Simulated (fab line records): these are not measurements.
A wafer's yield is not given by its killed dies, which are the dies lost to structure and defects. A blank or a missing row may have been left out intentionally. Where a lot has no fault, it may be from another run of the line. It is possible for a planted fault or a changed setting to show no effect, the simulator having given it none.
Which tool did it?	flow nand-harc	13 lots, 39 wafers sampled, at 5 steps of a route of 1302

WHAT EACH GAUGE READ, for each wafer
NHARC_P_GATE_OVL_MEAS_27. Usual: overlay-x-nm 0.4 nm, standard deviation 0.97; overlay-y-nm 0.4 nm, standard deviation 0.91.
lot	measured	on	overlay-x-nm (nm)	overlay-y-nm (nm)	flag
L288	day 5 04:55	overlay-01	1.8 1.5 1.9	0.1 -0.5 0.1	
L289	day 5 17:02	overlay-01	-0.2 -0.2 -0.8	-1.7 -1.2 -1.1	
L290	day 6 01:31	overlay-01	1.0 0.8 0.7	1.6 1.4 1.4	
L291	day 6 05:16	overlay-01	0.5 0.4 0.3	0.6 1.3 1.0	
L292	day 6 17:50	overlay-02	-0.2 -0.8 -0.8	-0.7 -1.2 -0.7	
L295	day 7 18:15	overlay-01	-0.9 -0.4 -0.7	1.8 1.1 1.5	
L304	day 12 02:58	overlay-01	0.3 -0.2 0.2	0.9 1.1 1.3	
L305	day 12 03:38	overlay-01	2.6 2.1 2.6	0.3 0.3 0.7	
L306	day 12 10:58	overlay-02	1.0 0.8 0.6	-0.8 -0.4 -0.9	
L307	day 12 18:20	overlay-01	0.3 0.3 0.4	1.8 1.5 1.8	
L308	day 13 08:17	overlay-02	-1.2 -0.1 -0.9	-0.4 -0.3 0.3	
L310	day 14 06:53	overlay-01	0.1 0.8 -0.3	2.0 1.9 1.5	
L311	day 14 19:55	overlay-01	-0.2 0.0 -0.9	1.6 1.7 1.9	

NHARC_P_GATE_INSPECT_28. Usual: 7 for raw-defect-count, sd 3.3.
lot	measured	on	raw-defect-count	flag
L288	day 5 04:57	defect-inspect-02	2 4 6	
L289	day 5 17:04	defect-inspect-02	5 5 7	
L290	day 6 01:33	defect-inspect-01	4 5 8	
L291	day 6 05:18	defect-inspect-01	6 11 10	
L292	day 6 17:52	defect-inspect-01	4 7 6	
L295	day 7 18:17	defect-inspect-01	6 6 7	
L304	day 12 03:01	defect-inspect-01	6 5 11	
L305	day 12 03:40	defect-inspect-02	6 7 17	
L306	day 12 11:01	defect-inspect-02	10 9 9	
L307	day 12 18:23	defect-inspect-02	9 7 6	
L308	day 13 08:19	defect-inspect-02	6 8 3	
L310	day 14 06:55	defect-inspect-01	18 15 9	
L311	day 14 19:58	defect-inspect-01	3 6 5	

NHARC_P_GATE_CD_MEAS_59: the cd target is 720 nm. Usual: 720.9 nm for cd-nm, sd 1.6.
lot	measured	on	cd-nm (nm)	flag
L288	day 5 18:37	cd-sem-01	721.5 721.3 724.0	
L289	day 6 06:53	cd-sem-02	720.4 720.0 719.9	
L290	day 6 15:02	cd-sem-03	723.1 723.7 722.0	
L291	day 6 18:50	cd-sem-03	722.4 721.7 722.2	
L292	day 7 07:34	cd-sem-02	723.5 722.0 722.6	
L295	day 8 09:54	cd-sem-02	731.1 731.6 731.5	OFF
L304	day 12 16:43	cd-sem-03	719.7 721.1 722.2	
L305	day 12 17:11	cd-sem-03	721.7 723.1 721.1	
L306	day 13 00:34	cd-sem-02	719.5 720.0 719.6	
L307	day 13 08:10	cd-sem-02	721.2 720.7 717.1	
L308	day 13 22:26	cd-sem-02	719.9 719.8 720.4	
L310	day 14 20:29	cd-sem-03	720.9 719.9 719.1	
L311	day 15 09:13	cd-sem-02	722.5 722.5 721.5	

WHAT TOOL EACH LOT RAN ON (gives the tool, then ch and the chambers of the sampled wafers, and finally the start)
lot	NHARC_P_GATE_HM_DEP_102	NHARC_P_GATE_EXPOSE_56
L288	acl-dep-03 ch 0, day 5 03:29	krf-scanner-03 ch 0, day 5 18:27
L289	acl-dep-02 ch 0, day 5 15:36	krf-scanner-02 ch 0, day 6 06:43
L290	acl-dep-02 ch 0, day 6 00:05	krf-scanner-02 ch 0, day 6 14:53
L291	acl-dep-01 ch 0, day 6 03:57	krf-scanner-03 ch 0, day 6 18:41
L292	acl-dep-02 ch 0, day 6 16:38	krf-scanner-04 ch 0, day 7 07:25
L295	acl-dep-01 ch 0, day 7 16:44	krf-scanner-02 ch 0, day 8 09:45
L304	acl-dep-02 ch 0, day 12 01:39	krf-scanner-03 ch 0, day 12 16:34
L305	acl-dep-02 ch 0, day 12 02:17	krf-scanner-03 ch 0, day 12 17:02
L306	acl-dep-03 ch 0, day 12 09:53	krf-scanner-02 ch 0, day 13 00:25
L307	acl-dep-01 ch 0, day 12 16:47	krf-scanner-03 ch 0, day 13 08:00
L308	acl-dep-01 ch 0, day 13 07:10	krf-scanner-02 ch 0, day 13 22:17
L310	acl-dep-01 ch 0, day 14 05:35	krf-scanner-02 ch 0, day 14 20:20
L311	acl-dep-03 ch 0, day 14 18:29	krf-scanner-02 ch 0, day 15 09:04
- NHARC_P_GATE_HM_DEP_102: deposits aC, target thk 120 nm.
- NHARC_P_GATE_EXPOSE_56: exposes mask P PSD, target cd 720 nm.

AS READ BY THE TOOLS THEMSELVES (means over the sampled wafers that have a number; for cases with no such wafer, the mark the record gives instead)
NHARC_P_GATE_HM_DEP_102. Usual: 35.000 % for throttle-valve-pct, sd 0.0089.
lot	tool	throttle-valve-pct (%)	flag
L288	acl-dep-03	34.995	
L289	acl-dep-02	34.994	
L290	acl-dep-02	34.993	
L291	acl-dep-01	34.996	
L292	acl-dep-02	35.012	
L295	acl-dep-01	35.010	
L304	acl-dep-02	34.995	
L305	acl-dep-02	35.003	
L306	acl-dep-03	34.993	
L307	acl-dep-01	34.996	
L308	acl-dep-01	34.996	
L310	acl-dep-01	35.005	
L311	acl-dep-03	34.998	

THE ANSWER, worked out from the rows above alone
Rule: lot off if the mean of its wafers having a number is beyond 3 standard deviations from the usual mean. Also off: a lot with no number at a reading for which 4 or more lots have one. All remaining lots with rows at the step are treated as sound. The gauges are gone through in route order, then the tools' own readings, and for those a lot's mean is taken as printed above. At the first step where some lot is off, the reading lying furthest off is the one used; lots without a number count as furthest.
Off, at NHARC_P_GATE_CD_MEAS_59 on cd-nm: L295.
If a tool, at a process step before that reading, ran all the lots that are off and no sound lot after the first of them, it fits. Gauges at NHARC_P_GATE_CD_MEAS_59: tried the same way as those tools. Of those tried, none fits.

WHAT THE SIMULATOR PUT IN
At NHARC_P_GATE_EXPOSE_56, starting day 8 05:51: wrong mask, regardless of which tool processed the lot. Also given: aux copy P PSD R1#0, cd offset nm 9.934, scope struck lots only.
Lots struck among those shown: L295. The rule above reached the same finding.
